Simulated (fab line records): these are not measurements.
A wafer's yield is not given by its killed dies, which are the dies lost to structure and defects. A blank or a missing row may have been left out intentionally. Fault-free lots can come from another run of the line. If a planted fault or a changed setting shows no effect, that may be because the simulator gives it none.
Which of the tools did it? + flow nand_harc + 14 lots with 42 wafers sampled at 4 steps, on a route of 1302 steps

## WHAT THE GAUGES SHOWED, per wafer
NHARC_END_SORT_01. Usual: killed_at_array 53, standard deviation 21; killed_at_other 0.8, standard deviation 1.1; killed_at_periphery 4.2, standard deviation 2.7; killed_dies 58, standard deviation 22; killed_open 3.4, standard deviation 1.9; killed_short 2.5, standard deviation 1.6.
| lot  | measured     | on        | killed_at_array | killed_at_other | killed_at_periphery | killed_dies | killed_open | killed_short | flag |
|------|--------------|-----------|-----------------|-----------------|---------------------|-------------|-------------|--------------|------|
| L857 | day 26 21:08 | prober-02 | 155 157 154     | 1 0 0           | 2 1 6               | 158 158 160 | 6 3 6       | 5 5 8        | OFF  |
| L858 | day 27 23:43 | prober-01 | 53 49 50        | 1 1 1           | 3 7 11              | 57 57 62    | 3 3 4       | 3 1 7        |      |
| L859 | day 28 04:24 | prober-02 | 142 164 144     | 5 3 0           | 6 1 4               | 153 168 148 | 3 4 3       | 2 2 1        | OFF  |

## EACH LOT AND THE TOOL THAT RAN IT (in order: tool; ch and the chambers of the sampled wafers; start)
| lot  | NHARC_A_CHANNEL_FILL_D1_ALD_03      | NHARC_THIN_TSV_STRIP_62              | NHARC_THIN_TSV_PVD_51                   |
|------|-------------------------------------|--------------------------------------|-----------------------------------------|
| L850 | ald_sin_batch-02 ch 0, day 8 15:11  | plasma_asher-01 ch 1, day 23 23:37   | pvd_sputter-02, no start                |
| L852 | ald_sin_batch-03 ch 0, day 9 16:04  | plasma_asher-02 ch 0,1, day 24 08:28 | pvd_sputter-02, no start                |
| L854 | ald_sin_batch-01 ch 0, day 10 17:30 | plasma_asher-02 ch 0, day 25 10:23   | pvd_sputter-01, no start                |
| L855 | ald_sin_batch-01 ch 0, day 11 06:56 | plasma_asher-01 ch 0,1, day 26 08:30 | pvd_sputter-01, no start                |
| L856 | ald_sin_batch-01 ch 0, day 11 06:56 | plasma_asher-01 ch 0,1, day 26 09:39 | pvd_sputter-02, no start                |
| L857 | ald_sin_batch-01 ch 0, day 11 16:37 | plasma_asher-01 ch 0,1, day 26 11:09 | pvd_sputter-02, day 26 21:08 or earlier |
| L858 | ald_sin_batch-03 ch 0, day 12 13:21 | plasma_asher-01 ch 0,1, day 27 11:05 | pvd_sputter-03, day 27 23:43 or earlier |
| L859 | ald_sin_batch-01 ch 0, day 12 20:34 | plasma_asher-01 ch 0,1, day 27 15:11 | pvd_sputter-03, day 28 04:24 or earlier |
| L866 | ald_sin_batch-03 ch 0, day 15 14:47 | plasma_asher-01 ch 0,1, day 30 23:54 | pvd_sputter-03, no start                |
| L867 | ald_sin_batch-03 ch 0, day 16 03:11 | plasma_asher-02 ch 0,1, day 31 19:34 | pvd_sputter-03, no start                |
| L869 | ald_sin_batch-01 ch 0, day 16 14:46 | plasma_asher-01 ch 0,1, day 31 15:20 | pvd_sputter-01, no start                |
| L870 | ald_sin_batch-01 ch 0, day 17 22:37 | plasma_asher-01 ch 0,1, day 32 17:40 | pvd_sputter-02, no start                |
| L871 | ald_sin_batch-01 ch 0, day 17 22:37 | plasma_asher-02 ch 0,1, day 32 19:04 | pvd_sputter-03, no start                |
| L872 | ald_sin_batch-01 ch 0, day 18 16:29 | plasma_asher-01 ch 0,1, day 33 09:54 | pvd_sputter-03, no start                |
- NHARC_A_CHANNEL_FILL_D1_ALD_03: deposits SiNx, target thk 6 nm, pulse time 60 s, ald cycles 58.
- NHARC_THIN_TSV_STRIP_62: strips in N2/H2, time 20 s.
- NHARC_THIN_TSV_PVD_51: deposits Cu, target thk 100 nm.

## AS READ BY THE TOOLS THEMSELVES (means over the sampled wafers that have a number; for cases with no such wafer, the mark the record gives instead)
NHARC_A_CHANNEL_FILL_D1_ALD_03. Usual: chamber_pressure_Torr 2.001 Torr, standard deviation 0.004; precursor_pulse_height_rel 1.001, standard deviation 0.022.
| lot  | tool             | chamber_pressure_Torr (Torr) | precursor_pulse_height_rel | flag |
|------|------------------|------------------------------|----------------------------|------|
| L850 | ald_sin_batch-02 | 2.001                        | 0.986                      |      |
| L852 | ald_sin_batch-03 | 1.999                        | 1.014                      |      |
| L854 | ald_sin_batch-01 | 2.001                        | 0.997                      |      |
| L855 | ald_sin_batch-01 | 2.002                        | 1.009                      |      |
| L856 | ald_sin_batch-01 | 2.002                        | 0.999                      |      |
| L857 | ald_sin_batch-01 | 2.002                        | 0.985                      |      |
| L858 | ald_sin_batch-03 | 1.998                        | 1.021                      |      |
| L859 | ald_sin_batch-01 | 1.995                        | 0.979                      |      |
| L866 | ald_sin_batch-03 | 2.005                        | 1.009                      |      |
| L867 | ald_sin_batch-03 | 2.001                        | 1.039                      |      |
| L869 | ald_sin_batch-01 | 2.002                        | 0.976                      |      |
| L870 | ald_sin_batch-01 | 1.999                        | 0.995                      |      |
| L871 | ald_sin_batch-01 | 2.004                        | 1.006                      |      |
| L872 | ald_sin_batch-01 | 1.999                        | 0.990                      |      |

NHARC_THIN_TSV_STRIP_62. Usual: drypump_motor_current_A 5.6 A, standard deviation 0.42; heater_power_w 352 W, standard deviation 45; rf_refl_power_W 23 W, standard deviation 8.6.
| lot  | tool            | drypump_motor_current_A (A) | heater_power_w (W) | rf_refl_power_W (W) | flag |
|------|-----------------|-----------------------------|--------------------|---------------------|------|
| L850 | plasma_asher-01 | 5.0                         | 342                | 12                  |      |
| L852 | plasma_asher-02 | 5.8                         | 322                | 28                  |      |
| L854 | plasma_asher-02 | 5.9                         | 340                | 32                  |      |
| L855 | plasma_asher-01 | 5.7                         | 382                | 25                  |      |
| L856 | plasma_asher-01 | 5.7                         | 393                | 25                  |      |
| L857 | plasma_asher-01 | 5.7                         | 390                | -                   | OFF  |
| L858 | plasma_asher-01 | 5.7                         | 383                | 24                  |      |
| L859 | plasma_asher-01 | 5.3                         | 365                | 19                  |      |
| L866 | plasma_asher-01 | 5.7                         | 399                | 24                  |      |
| L867 | plasma_asher-02 | 5.8                         | 313                | -                   | OFF  |
| L869 | plasma_asher-01 | 5.7                         | 401                | 25                  |      |
| L870 | plasma_asher-01 | 5.3                         | 373                | 18                  |      |
| L871 | plasma_asher-02 | 5.8                         | 315                | -                   | OFF  |
| L872 | plasma_asher-01 | 5.3                         | 371                | 19                  |      |

NHARC_THIN_TSV_PVD_51. Usual: chamber_pressure_pa 4.998 Pa, standard deviation 0.011; throttle_valve_pct 30.0 %, standard deviation 0.87.
| lot  | tool           | chamber_pressure_pa (Pa) | throttle_valve_pct (%) | flag |
|------|----------------|--------------------------|------------------------|------|
| L850 | pvd_sputter-02 | 4.987                    | 29.4                   |      |
| L852 | pvd_sputter-02 | 5.000                    | 29.7                   |      |
| L854 | pvd_sputter-01 | 4.991                    | 30.0                   |      |
| L855 | pvd_sputter-01 | 5.008                    | 29.9                   |      |
| L856 | pvd_sputter-02 | 4.997                    | 28.8                   |      |
| L857 | pvd_sputter-02 | 4.999                    | 30.3                   |      |
| L858 | pvd_sputter-03 | 5.000                    | 29.6                   |      |
| L859 | pvd_sputter-03 | 4.998                    | 30.1                   |      |
| L866 | pvd_sputter-03 | 5.005                    | 30.7                   |      |
| L867 | pvd_sputter-03 | 4.993                    | 30.1                   |      |
| L869 | pvd_sputter-01 | 5.003                    | 30.1                   |      |
| L870 | pvd_sputter-02 | 4.981                    | 30.0                   |      |
| L871 | pvd_sputter-03 | 5.006                    | 30.6                   |      |
| L872 | pvd_sputter-03 | 5.007                    | 30.1                   |      |

## THE ANSWER, worked out from the rows above alone
Rule: take the mean of a lot's wafers that have a number; if it is more than 3 standard deviations from the usual mean, the lot is off. A lot without any number at a reading at which 4 lots or more have one is off too. All remaining lots with rows at the step are treated as sound. After the gauges, taken in route order, come the tools' own readings; for these a lot's mean is taken, as printed above. At the first step where some lot is off, the reading lying furthest off is the one used; lots without a number count as furthest.
Off: L857, L859, at NHARC_END_SORT_01 (killed_at_array). Neither off nor sound, because the step has no rows for them: L850, L852, L854, L855, L856, L866, L867, L869, L870, L871, L872.
A tool fits if, at a process step before that reading, it ran every lot that is off, and no sound lot after the first of them. The gauges at NHARC_END_SORT_01 are tried like those tools. NHARC_THIN_TSV_PVD_51: start missing for some lots; hours and lot order therefore follow NHARC_END_SORT_01. 2 tools fit, ald_sin_batch-01 at NHARC_A_CHANNEL_FILL_D1_ALD_03 and prober-02 at NHARC_END_SORT_01, so this cannot tell which one it is.

## WHAT THE SIMULATOR HAD PUT IN
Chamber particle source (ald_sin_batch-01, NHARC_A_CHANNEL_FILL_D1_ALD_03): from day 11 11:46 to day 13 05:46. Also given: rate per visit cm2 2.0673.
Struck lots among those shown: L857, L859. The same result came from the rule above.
